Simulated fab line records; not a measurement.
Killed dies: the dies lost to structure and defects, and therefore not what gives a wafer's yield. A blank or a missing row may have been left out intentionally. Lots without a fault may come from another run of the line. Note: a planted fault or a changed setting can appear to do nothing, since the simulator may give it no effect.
Matching of chambers	flow n5-finfet	N5_ILD0_LINER_00 on ald-sin-03 has 4 sister chambers
The step material SiNx, target thk 4 nm, pulse time 1 s, purge time 2 s. 4 wafers are shown with their chamber, then 10 later ones without.

WAFERS WITH THEIR CHAMBER
wafer	chamber	heater-power-w (W)
L081.5	2	943
L081.6	1	940
L086.3	0	771
L086.4	3	972

WAFERS MISSING THEIR CHAMBER
wafer	heater-power-w (W)
L086.5	939
L088.3	774
L088.4	911
L088.5	977
L089.3	946
L089.5	772
L089.6	925
L092.2	750
L092.5	952
L092.6	761

WHICH CHAMBER EACH ONE RAN IN
wafer	from the rows above	in truth
L086.5	can't be placed: 1 or 2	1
L088.3	0	0
L088.4	can't be placed: 1 or 2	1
L088.5	3	3
L089.3	can't be placed: 2 or 1 or 3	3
L089.5	0	0
L089.6	can't be placed: 1 or 2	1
L092.2	0	0
L092.5	can't be placed: 2 or 1 or 3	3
L092.6	0	0
5 of 10 placed correctly. Cannot be placed on the basis of these rows: 5; the candidates contain the true chamber in 5. Number placed wrongly: 0.
How it was worked out, from the rows above alone: a wafer's distance from a chamber is the root of the sum, over the readings, of the square of ((its reading less the chamber's mean) divided by the reading's scatter). If the next closest chamber is less than 2 further off than the closest, the wafer can't be placed; otherwise it belongs to the closest. Each chamber's mean is taken over the wafers shown for it. The scatter (one wafer shown for each chamber): square how far every hidden wafer sits from the nearest shown wafer, average those squares and take the square root.
